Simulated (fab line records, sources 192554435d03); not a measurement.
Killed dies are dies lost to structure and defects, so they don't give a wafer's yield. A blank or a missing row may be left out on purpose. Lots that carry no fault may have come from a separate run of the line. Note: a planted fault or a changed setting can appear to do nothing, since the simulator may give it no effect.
Which tool is to blame? -- flow n5-finfet -- 11 lots with 33 wafers sampled at 4 steps, on a route of 1938 steps

== WHAT THE GAUGES SHOWED, per wafer ==
N5_BEOL_M11_INSPECT_58: inspects for defects (darkfield). Usual: raw-defect-count at 72, with a standard deviation of 23.
lot,measured,on,raw-defect-count,flag
L412,day 10 21:05,defect-inspect-01,56 66 59,
L414,day 11 04:13,defect-inspect-02,86 49 71,
L415,day 11 09:03,defect-inspect-02,78 137 54,
L413,day 11 18:41,defect-inspect-02,88 86 57,
L417,day 11 23:40,defect-inspect-02,63 58 70,
L420,day 12 17:38,defect-inspect-01,73 46 93,
L421,day 13 01:02,defect-inspect-01,50 85 36,
L425,day 13 20:13,defect-inspect-02,56 51 118,
L428,day 14 17:05,defect-inspect-02,74 69 112,
L431,day 15 16:40,defect-inspect-02,33 64 58,
L434,day 16 07:20,defect-inspect-01,102 93 86,

N5_BEOL_M12_INSPECT_12: inspects for defects (macro). Usual: raw-defect-count at 2.0, with a standard deviation of 1.4.
lot,measured,on,raw-defect-count,flag
L412,day 10 21:44,defect-inspect-01,3 0 3,
L414,day 11 04:52,defect-inspect-02,1 0 0,
L415,day 11 09:42,defect-inspect-01,3 3 4,
L413,day 11 19:20,defect-inspect-01,3 1 1,
L417,day 12 00:12,defect-inspect-02,1 5 0,
L420,day 12 18:10,defect-inspect-02,3 2 6,
L421,day 13 01:34,defect-inspect-02,1 1 3,
L425,day 13 20:45,defect-inspect-02,2 2 2,
L428,day 14 17:38,defect-inspect-02,2 >300 1,
L431,day 15 17:11,defect-inspect-01,>300 2 >300,
L434,day 16 07:52,defect-inspect-01,1 4 6,

== WHAT TOOL EACH LOT RAN ON (gives the tool, then ch and the chambers of the sampled wafers, and finally the start) ==
lot,N5_BEOL_M11_ANNEAL_51,N5_BEOL_M12_ILD_DEP_00
L412,"rtp-anneal-01 ch 0, day 10 20:21","pecvd-02 ch 0,1, day 10 21:08"
L414,"rtp-anneal-02 ch 0, day 11 03:28","pecvd-02 ch 0,1,2, day 11 04:15"
L415,"rtp-anneal-02 ch 0, day 11 08:12","pecvd-02 ch 0,1, day 11 09:05"
L413,"rtp-anneal-01 ch 0, day 11 17:56","pecvd-01 ch 0,1,2, day 11 18:43"
L417,"rtp-anneal-01 ch 0, day 11 22:52","pecvd-04 ch 0,1, day 11 23:43"
L420,"rtp-anneal-01 ch 0, day 12 16:53","pecvd-04 ch 0,1, day 12 17:40"
L421,"rtp-anneal-02 ch 0, day 13 00:18","pecvd-02 ch 0,1, day 13 01:05"
L425,"rtp-anneal-02 ch 0, day 13 19:22","pecvd-04 ch 0,1, day 13 20:16"
L428,"rtp-anneal-01 ch 0, day 14 16:21","pecvd-02 ch 0,2, day 14 17:09"
L431,"rtp-anneal-01 ch 0, day 15 15:55","pecvd-02 ch 0,1, day 15 16:41"
L434,"rtp-anneal-02 ch 0, day 16 06:38","pecvd-04 ch 0,1,2, day 16 07:22"
- N5_BEOL_M11_ANNEAL_51: time 90 s.
- N5_BEOL_M12_ILD_DEP_00: deposits SiOC from DEMS/O2, target thk 658.92 nm, time 130.7 s.

== WHAT THE TOOLS THEMSELVES READ (means of the sampled wafers that have a number; where no wafer has one, the mark that the record gives instead) ==
N5_BEOL_M11_ANNEAL_51. Usual: wafer_temp_C_max at 225.7, with a standard deviation of 0.32.
lot,tool,wafer_temp_C_max,flag
L412,rtp-anneal-01,225.4,
L414,rtp-anneal-02,225.9,
L415,rtp-anneal-02,225.9,
L413,rtp-anneal-01,225.5,
L417,rtp-anneal-01,225.3,
L420,rtp-anneal-01,225.5,
L421,rtp-anneal-02,225.9,
L425,rtp-anneal-02,225.7,
L428,rtp-anneal-01,225.4,
L431,rtp-anneal-01,225.4,
L434,rtp-anneal-02,225.9,

N5_BEOL_M12_ILD_DEP_00. Usual: heater-power-w 475 W, standard deviation 64; showerhead-plenum-p-Torr 5.686 Torr, standard deviation 0.017; throttle-valve-pct 12.1 %, standard deviation 0.6.
lot,tool,heater-power-w (W),showerhead-plenum-p-Torr (Torr),throttle-valve-pct (%),flag
L412,pecvd-02,452,5.702,12.2,
L414,pecvd-02,471,5.691,12.1,
L415,pecvd-02,471,5.693,12.6,
L413,pecvd-01,463,5.665,12.3,
L417,pecvd-04,507,5.706,12.2,
L420,pecvd-04,512,5.707,12.1,
L421,pecvd-02,441,5.688,12.3,
L425,pecvd-04,501,5.704,12.0,
L428,pecvd-02,451,5.696,12.0,
L431,pecvd-02,497,5.701,12.6,
L434,pecvd-04,540,5.702,11.9,

== THE ANSWER, worked out from the rows above alone ==
Rule: a lot counts as off when the mean over its wafers that have a number is more than 3 standard deviations away from the usual mean. A lot without any number at a reading at which 4 lots or more have one is off too. Where the step has rows for the other lots, those lots are counted as sound. Order of review: gauges by route order, followed by the tools' own readings, for which a lot's mean as printed above is used. At the first step where some lot is off, the reading lying furthest off is the one used; lots without a number count as furthest.
Nothing can be told from this: no lot is off at any reading shown.

== WHAT THE SIMULATOR HAD PUT IN ==
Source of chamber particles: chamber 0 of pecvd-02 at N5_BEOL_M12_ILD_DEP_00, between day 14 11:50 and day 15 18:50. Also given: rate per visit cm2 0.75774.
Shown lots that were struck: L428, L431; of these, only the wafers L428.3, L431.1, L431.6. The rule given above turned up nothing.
